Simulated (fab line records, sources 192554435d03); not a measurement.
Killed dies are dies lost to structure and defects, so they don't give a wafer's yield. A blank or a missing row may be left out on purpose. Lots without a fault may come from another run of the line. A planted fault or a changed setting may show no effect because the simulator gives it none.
Chamber matching | flow n5_finfet | N5_BEOL_M7_ETCH_72 on rie_diel-06: 4 sister chambers
The step etches underlayer in N2/H2, target depth 6.5 nm, time 5.2 s. 8 wafers are shown with their chamber, then 7 later ones without.

WAFERS WITH THEIR CHAMBER
wafer  | chamber | drypump_motor_current_A (A) | showerhead_plenum_p_Torr (Torr)
L074.3 | 3       | 6.0                         | 2.40
L077.1 | 3       | 6.0                         | 2.39
L079.4 | 1       | 6.5                         | 2.51
L079.6 | 0       | 5.2                         | 2.34
L084.1 | 0       | 5.3                         | 2.34
L084.6 | 2       | 6.1                         | 2.59
L085.2 | 1       | 6.5                         | 2.50
L085.3 | 2       | 6.1                         | 2.58

WAFERS WITHOUT THEIR CHAMBER
wafer  | drypump_motor_current_A (A) | showerhead_plenum_p_Torr (Torr)
L085.4 | 6.0                         | 2.39
L094.1 | 6.0                         | 2.70
L094.2 | 6.5                         | 2.49
L094.5 | 5.2                         | 2.33
L097.2 | 6.0                         | 2.70
L097.3 | 5.3                         | 2.32
L097.6 | 6.0                         | 2.70

WHICH CHAMBER EACH WENT THROUGH
wafer  | from the rows above | in truth
L085.4 | 3                   | 3
L094.1 | 2                   | 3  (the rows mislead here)
L094.2 | 1                   | 1
L094.5 | 0                   | 0
L097.2 | 2                   | 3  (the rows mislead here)
L097.3 | 0                   | 0
L097.6 | 2                   | 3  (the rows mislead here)
Placed correctly: 4 of 7. Can't be placed from these rows: 0. Placed wrongly: 3.
How it was worked out, from the rows above alone: a wafer's distance from a chamber is the root of the sum, over the readings, of the square of ((its reading less the chamber's mean) divided by the reading's scatter). The wafer belongs to the nearest chamber; if the next one is less than 2 further off, it can't be placed. A chamber's mean is the mean of its shown wafers. The scatter: the root of (the sum of the squares of (reading less its chamber's mean) over the shown wafers, divided by (wafers less chambers)).
